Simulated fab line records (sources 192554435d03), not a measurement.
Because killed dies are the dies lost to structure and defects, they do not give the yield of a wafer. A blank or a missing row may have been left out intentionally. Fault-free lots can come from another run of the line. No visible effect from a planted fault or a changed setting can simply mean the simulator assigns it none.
Chamber matching | flow n5 finfet | 4 sister chambers for N5_DUMMY_REMOVAL_STRIP_10 on rie diel-06
The step strips in N2/H2, time 40 s. 14 wafers are shown with their chamber, then 7 later ones without.

== EACH WAFER AND ITS CHAMBER ==
wafer  | chamber | throttle valve pct (%) | oes product au (a.u.) | rf vpp V (V)
L076.1 | 2       | 12.34                  | 0.82                  | 44.3
L076.4 | 1       | 12.51                  | 0.69                  | 45.0
L076.6 | 0       | 12.76                  | 0.72                  | 43.7
L077.2 | 1       | 12.50                  | 0.67                  | 44.8
L077.4 | 2       | 12.34                  | 0.80                  | 45.0
L077.6 | 1       | 12.50                  | 0.68                  | 45.8
L082.1 | 0       | 12.78                  | 0.70                  | 44.6
L082.5 | 3       | 11.87                  | 0.90                  | 46.4
L082.6 | 0       | 12.79                  | 0.70                  | 45.3
L089.1 | 0       | 12.82                  | 0.70                  | 45.5
L089.2 | 1       | 11.91                  | 0.91                  | 45.7
L089.6 | 1       | 11.90                  | 0.90                  | 46.2
L092.1 | 1       | 11.92                  | 0.89                  | 45.8
L092.3 | 2       | 12.41                  | 0.77                  | 44.6

SIGNATURES (averages over the wafers above)
reading            | chamber 0 | chamber 1 | chamber 2 | chamber 3 | scatter within a chamber
throttle valve pct | 12.7875   | 12.2067   | 12.3633   | 11.8700   | 0.231
oes product au     | 0.7050    | 0.7900    | 0.7967    | 0.9000    | 0.0864
rf vpp V           | 44.775    | 45.550    | 44.633    | 46.400    | 0.606
Rule: for a wafer and a chamber, the distance is found by dividing, reading by reading, the gap between the wafer's reading and the chamber's mean by the reading's scatter, squaring, summing and taking the root. If the next closest chamber is less than 2 further off than the closest, the wafer can't be placed; otherwise it belongs to the closest. The scatter: take each reading less its chamber's mean, square it, sum over the shown wafers, divide by the number of wafers less the number of chambers, and take the root.

== WAFERS MISSING THEIR CHAMBER ==
wafer  | throttle valve pct (%) | oes product au (a.u.) | rf vpp V (V)
L092.4 | 11.87                  | 0.88                  | 46.5
L095.3 | 12.43                  | 0.76                  | 46.6
L095.4 | 11.92                  | 0.87                  | 45.0
L095.6 | 12.83                  | 0.69                  | 44.9
L097.4 | 11.94                  | 0.87                  | 46.2
L097.5 | 11.90                  | 0.87                  | 44.6
L097.6 | 12.85                  | 0.69                  | 46.0

== THE CHAMBER EACH PASSED THROUGH ==
wafer  | from the rows above               | in truth
L092.4 | 3                                 | 3
L095.3 | can't be placed: 1 or 3 or 2 or 0 | 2
L095.4 | can't be placed: 1 or 2 or 3      | 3
L095.6 | 0                                 | 0
L097.4 | can't be placed: 3 or 1           | 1
L097.5 | can't be placed: 2 or 1 or 3      | 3
L097.6 | can't be placed: 0 or 1 or 2      | 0
Correct placement for 2 of the 7. Cannot be placed on the basis of these rows: 5; the candidates contain the true chamber in 5. Placed wrongly: 0.
